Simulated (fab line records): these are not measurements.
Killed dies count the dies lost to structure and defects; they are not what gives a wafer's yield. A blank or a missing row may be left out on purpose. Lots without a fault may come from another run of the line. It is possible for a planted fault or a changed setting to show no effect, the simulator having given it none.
2 desks, one fault || flow nand_harc || each desk holds nothing but its own numbers, with what lay behind them at the end

FROM THE METROLOGY DESK
Means of the sampled wafers that have a number, per lot and without regard to the tool the lot ran on: this is what the gauges read. If a lot's mean is further than 4 standard deviations from the usual mean, the lot is out of limits and carries the mark OUT (the distance appears in the brackets).
Columns: A = cd_nm at NHARC_A_M1_CD_MEAS_09, usual 120.2 nm
{"lot": "L377", "first seen here": "day 17 22:58", "A": 120.5}
{"lot": "L380", "first seen here": "day 18 01:59", "A": 120.3}
{"lot": "L381", "first seen here": "day 19 03:48", "A": 118.4}
{"lot": "L382", "first seen here": "day 19 04:43", "A": 118.7}
{"lot": "L392", "first seen here": "day 21 07:50", "A": 120.9}
{"lot": "L393", "first seen here": "day 22 06:40", "A": 119.7}
{"lot": "L396", "first seen here": "day 22 06:54", "A": 120.2}
{"lot": "L397", "first seen here": "day 22 21:48", "A": 120.0}
{"lot": "L395", "first seen here": "day 22 23:08", "A": 120.3}
{"lot": "L398", "first seen here": "day 23 01:05", "A": 120.5}
{"lot": "L399", "first seen here": "day 23 13:55", "A": 119.9}
{"lot": "L400", "first seen here": "day 23 17:43", "A": 120.2}
This desk's finding: nothing out of limits on any of the 12 lots.

FOR THE TOOL OWNER'S DESK: litho_track-06
The tool's own readings at NHARC_A_M1_PEB_07 (peb time 65 s): means of the sampled wafers that have a number, for each lot that ran on this tool. If a lot's mean is further than 4 standard deviations from the usual mean, the lot is out of limits and carries the mark OUT (the distance appears in the brackets).
Columns: A = heater_power_total_W at NHARC_A_M1_PEB_07, usual 156.7 W
{"lot": "L380", "first seen here": "day 18 01:55", "A": 156.6}
{"lot": "L381", "first seen here": "day 19 03:43", "A": "158.6 (+4.8) OUT"}
{"lot": "L382", "first seen here": "day 19 04:38", "A": "158.7 (+5.0) OUT"}
{"lot": "L398", "first seen here": "day 23 01:01", "A": 156.7}
{"lot": "L399", "first seen here": "day 23 13:50", "A": 156.9}
This desk finds L381, L382 out of limits, L381 being first, at day 19 03:43 (heater_power_total_W at NHARC_A_M1_PEB_07). Within limits: L380, L398, L399.

TAKEN TOGETHER
The tool owner's desk had the chance to raise an alarm at day 19 03:43 on L381, L382.
From the metrology desk's view, nothing was out of limits.
The metrology desk has L381, L382 on record, within its limits.
NHARC_A_M1_PEB_07 was run on litho_track-06 by each of the lots named.

WHAT THE SIMULATOR PUT IN
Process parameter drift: litho_track-06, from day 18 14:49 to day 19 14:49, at NHARC_A_M1_PEB_07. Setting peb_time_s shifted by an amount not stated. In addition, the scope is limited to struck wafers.
Struck lots among those shown: L381, L382.
Time in hours from fault onset to the first out-of-limits reading at each desk: the tool owner's desk, 13.
